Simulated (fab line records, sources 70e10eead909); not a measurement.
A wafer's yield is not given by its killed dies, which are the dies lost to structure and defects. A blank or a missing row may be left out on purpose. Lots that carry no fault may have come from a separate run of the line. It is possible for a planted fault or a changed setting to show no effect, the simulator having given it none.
fab line records | flow nand-harc | part 2 of 2: steps 25 to 34 of 34
record lots=5 wafers=15 last-day=23
route steps=1159 shown A_STAIRCASE@725 A_SGD_CUT@747
lots with no fault: from the same line, run without faults
start-h: start of the lot's first displayed wafer, in hours after the record's first day | wait-h: hours from the lot's prior step to this one | " repeats the value in the row above | L1.1+2: a single row standing in for several wafers | - no value present, or no start provided | * or withheld: withheld | < > ~ a bound
route shown NAME@n: names a module that has steps shown in the file, with the first one's number in the route | usual: mean and standard deviation over wafers with no fault | same: alike in all rows | chamber/n: place in a boat | sites: per-site readings | _std_site: how widely they spread, as a standard deviation | _edge_site: mean of outer sites minus mean of inner sites | radius-mm: for every site, how far away it sits from the centre of the wafer | mask NAME#n: copy n | behind: the tool/chamber that last shaped the wafer | hold: the reason the lot was held/the length of the hold in hours/how it ended | device: which transistor (n, p or np) failed to switch | end of line: at the end of the route, the tests of the same wafers | for a step that has no rows: nothing shown but its recipe | killed: dies lost to structure and defects at the first sort, not the wafer's yield | map: the dies of a wafer, with x for killed, . for not killed, _ for no die there
set.NAME: the setting the step ran with; set.NAME@STEP: the setting that earlier step ran with | model.NAME: the simulator's own value behind a step, which no gauge read
lots at selected steps of the route; one table per step, one row per wafer
services: a tool's chamber out of use, with start hour (start-h, from the record's first day; less than 0 if before it), hours out, and reason
## steps
# step NHARC_A_SGD_CUT_COAT_03
# recipe spin-rpm=1500 resist-thk-nm=90
# usual exhaust-pa=44.7/1
# columns lot.wafer tool chamber start-h wait-h exhaust-pa
L082.2 litho-track-04 0 - - 46.0
L082.4 " 0 " " 43.9
L082.5 " 0 " " 45.5
L081.2 litho-track-01 0 - - 43.6
L081.3 " 0 " " 43.1
L081.4 " 0 " " 44.3
L083.1 litho-track-06 0 - - 43.9
L083.2 " 0 " " 43.6
L083.3 " 0 " " 43.9
L086.1 litho-track-06 0 - - 42.7
L086.3 " 0 " " 43.4
L086.4 " 0 " " 44.5
L094.1 litho-track-06 0 - - 44.9
L094.4 " 0 " " 45.2
L094.5 " 0 " " 44.8
# step NHARC_A_SGD_CUT_SOFTBAKE_04
# recipe temp-c=105 time-s=55
# usual exhaust-pa=45.0/0.99
# columns lot.wafer tool chamber start-h wait-h exhaust-pa
L082.2 litho-track-04 0 - - 45.5
L082.4 " 0 " " 44.3
L082.5 " 0 " " 44.2
L081.2 litho-track-01 0 - - 44.0
L081.3 " 0 " " 42.9
L081.4 " 0 " " 43.8
L083.1 litho-track-06 0 - - 44.2
L083.2 " 0 " " 44.7
L083.3 " 0 " " 44.0
L086.1 litho-track-06 0 - - 44.7
L086.3 " 0 " " 44.8
L086.4 " 0 " " 45.2
L094.1 litho-track-06 0 - - 44.2
L094.4 " 0 " " 45.0
L094.5 " 0 " " 44.1
# step NHARC_A_SGD_CUT_EBR_05
# usual exhaust-pa=44.9/0.93
# columns lot.wafer tool chamber start-h wait-h exhaust-pa
L082.2 litho-track-04 0 - - 45.1
L082.4 " 0 " " 45.9
L082.5 " 0 " " 45.5
L081.2 litho-track-01 0 - - 45.6
L081.3 " 0 " " 43.6
L081.4 " 0 " " 44.3
L083.1 litho-track-06 0 - - 45.3
L083.2 " 0 " " 46.0
L083.3 " 0 " " 44.4
L086.1 litho-track-06 0 - - 44.4
L086.3 " 0 " " 43.4
L086.4 " 0 " " 44.3
L094.1 litho-track-06 0 - - 45.4
L094.4 " 0 " " 44.8
L094.5 " 0 " " 45.3
# step NHARC_A_SGD_CUT_EXPOSE_06
# recipe na=1.35 dose-mj=85.59 mask-id=SGD
# columns lot.wafer tool chamber start-h wait-h mask
L082.2+4+5 arfi-scanner-03 0 354.83 - SGD#0
L081.2+3+4 arfi-scanner-03 0 356.82 - SGD#0
L083.1+2+3 arfi-scanner-01 0 366.70 - SGD#0
L086.1+3+4 arfi-scanner-03 0 375.06 - SGD#0
L094.1+4+5 arfi-scanner-02 0 423.01 - SGD#0
# step NHARC_A_SGD_CUT_PEB_07
# recipe peb-temp-c=100 peb-time-s=65
# usual exhaust-pa=45.1/0.8
# columns lot.wafer tool chamber start-h wait-h exhaust-pa
L082.2 litho-track-06 0 354.89 0.1 45.0
L082.4 " 0 " " 45.1
L082.5 " 0 " " 46.1
L081.2 litho-track-04 0 356.88 0.1 44.1
L081.3 " 0 " " 45.3
L081.4 " 0 " " 46.1
L083.1 litho-track-01 0 366.76 0.1 44.4
L083.2 " 0 " " 45.1
L083.3 " 0 " " 46.4
L086.1 litho-track-06 0 375.12 0.1 45.5
L086.3 " 0 " " 45.7
L086.4 " 0 " " 44.6
L094.1 litho-track-01 0 423.07 0.1 45.7
L094.4 " 0 " " 46.5
L094.5 " 0 " " 45.5
# step NHARC_A_SGD_CUT_DEVELOP_08
# recipe develop-time-s=35 dev-temp-c=23
# usual exhaust-pa=45.0/1
# columns lot.wafer tool chamber start-h wait-h exhaust-pa
L082.2 litho-track-06 0 - - 45.0
L082.4 " 0 " " 44.1
L082.5 " 0 " " 43.6
L081.2 litho-track-04 0 - - 45.2
L081.3 " 0 " " 45.0
L081.4 " 0 " " 44.1
L083.1 litho-track-01 0 - - 45.0
L083.2 " 0 " " 45.6
L083.3 " 0 " " 45.0
L086.1 litho-track-06 0 - - 45.1
L086.3 " 0 " " 44.6
L086.4 " 0 " " 44.4
L094.1 litho-track-01 0 - - 44.3
L094.4 " 0 " " 44.2
L094.5 " 0 " " 43.6
# step NHARC_A_SGD_CUT_CD_MEAS_09
# recipe target-cd-nm=100 landing-energy-ev=500
# usual cd-nm=100.3/0.45
# columns lot.wafer tool chamber start-h wait-h cd-nm
L082.2 cd-sem-03 0 354.97 - 99.9
L082.4 " 0 " " 100.3
L082.5 " 0 " " 100.4
L081.2 cd-sem-01 0 356.96 - 99.4
L081.3 " 0 " " 99.9
L081.4 " 0 " " 100.8
L083.1 cd-sem-01 0 366.84 - 100.0
L083.2 " 0 " " 99.9
L083.3 " 0 " " 99.9
L086.1 cd-sem-02 0 375.20 - 100.8
L086.3 " 0 " " 101.2
L086.4 " 0 " " 100.7
L094.1 cd-sem-03 0 423.15 - 99.4
L094.4 " 0 " " 100.2
L094.5 " 0 " " 99.5
# step NHARC_A_SGD_CUT_OVL_MEAS_10
# usual overlay-x-nm=0.0/0.74 overlay-y-nm=0.2/0.83
# columns lot.wafer tool chamber start-h wait-h overlay-x-nm overlay-y-nm
L082.2 overlay-02 - 355.08 - 0.7 0.1
L082.4 " - " " 0.7 0.3
L082.5 " - " " 0.7 0.2
L081.2 overlay-02 - 357.06 - -0.4 1.0
L081.3 " - " " -0.3 0.6
L081.4 " - " " -0.4 0.9
L083.1 overlay-02 - 366.93 - 0.6 -1.2
L083.2 " - " " 0.9 -1.8
L083.3 " - " " 0.5 -2.1
L086.1 overlay-01 - 375.29 - 0.8 -1.2
L086.3 " - " " 0.1 -0.9
L086.4 " - " " 0.9 -1.0
L094.1 overlay-02 - 423.24 - 0.1 0.3
L094.4 " - " " -0.3 0.5
L094.5 " - " " 0.2 0.5
# step NHARC_A_SGD_CUT_INSPECT_11
# usual raw-defect-count=18/9.9
# columns lot.wafer tool chamber start-h wait-h raw-defect-count
L082.2 defect-inspect-01 - 355.11 0.0 19
L082.4 " - " " 26
L082.5 " - " " 23
L081.2 defect-inspect-02 - 357.10 0.0 22
L081.3 " - " " 15
L081.4 " - " " 15
L083.1 defect-inspect-02 - 366.96 0.0 22
L083.2 " - " " 18
L083.3 " - " " 20
L086.1 defect-inspect-02 - 375.32 0.0 8
L086.3 " - " " 14
L086.4 " - " " 13
L094.1 defect-inspect-02 - 423.28 0.0 15
L094.4 " - " " 15
L094.5 " - " " 15
# step NHARC_A_SGD_CUT_DESCUM_14
# recipe time-s=3 o2-flow-sccm=200 ar-flow-sccm=0 bias-power-w=0 chemistry=O2
# usual drypump-motor-current-A=5.4/0.6 oes-product-au=0.999/0.0073 rf-vpp-V=57.5/0.85 showerhead-plenum-p-Torr=1.86/0.077 throttle-valve-pct=11.311/0.0094
# columns lot.wafer tool chamber start-h wait-h drypump-motor-current-A oes-product-au rf-hours-counter-h rf-vpp-V showerhead-plenum-p-Torr throttle-valve-pct
L082.4 rie-diel-11 3 355.18 0.1 4.8 0.990 12 55.5 1.79 11.310
L082.2 " 0 " " 6.0 1.002 11 59.5 1.91 11.322
L082.5 " 3 " " 4.8 0.989 - 57.6 1.79 11.302
L081.2 rie-diel-03 1 357.16 0.1 4.6 0.999 15 59.2 1.92 11.308
L081.3 " 2 " " 5.8 1.012 14 57.9 1.78 11.304
L081.4 " 0 " " 4.8 1.007 15 58.4 1.97 11.313
L083.2 rie-diel-03 1 367.02 0.1 4.6 0.983 16 56.4 1.92 11.303
L083.3 " 3 " " 5.6 1.002 15 58.2 1.78 11.301
L083.1 " 0 " " 4.8 0.997 16 58.8 1.97 11.317
L086.4 rie-diel-03 1 375.38 0.1 4.6 0.992 17 58.1 1.92 11.305
L086.3 " 2 " " 5.8 1.003 16 56.6 1.77 11.317
L086.1 " 0 " " 4.9 0.992 17 57.7 1.97 11.320
L094.4 rie-diel-11 1 423.35 0.1 4.7 1.001 3 57.6 1.83 11.313
L094.1 " 3 " " 4.8 0.999 4 58.1 1.79 11.328
L094.5 " 1 " " 4.7 1.003 - 57.8 1.83 11.315
## services
# columns tool chamber start-h hours kind
rie-diel-08 3 325.44 4.3 repair
cmp-03 - 327.03 0.5 repair
pecvd-02 - 334.89 13.0 pm
wet-bench-04 - 339.20 8.0 pm
arfi-scanner-03 - 339.78 1.0 repair
litho-track-02 - 340.00 7.0 pm
rie-diel-05 - 341.54 9.0 pm
arfi-scanner-03 - 345.55 0.3 repair
cmp-03 - 349.33 0.3 repair
cmp-03 - 352.10 4.0 pm
plasma-asher-02 - 360.65 9.0 pm
cmp-04 - 364.74 0.4 repair
rie-diel-11 - 366.50 9.0 pm
wet-bench-03 - 371.25 8.0 pm
rie-diel-05 2 373.55 2.0 repair
cmp-01 - 375.78 4.0 pm
pecvd-04 - 376.80 13.0 pm
pecvd-04 - 391.06 0.7 repair
rie-diel-03 - 392.39 9.0 pm
rie-diel-11 2 393.55 4.1 repair
plasma-asher-02 - 395.19 6.6 repair
rie-diel-11 1 396.35 8.9 repair
arfi-scanner-03 - 398.61 7.8 repair
cmp-04 - 399.13 4.0 pm
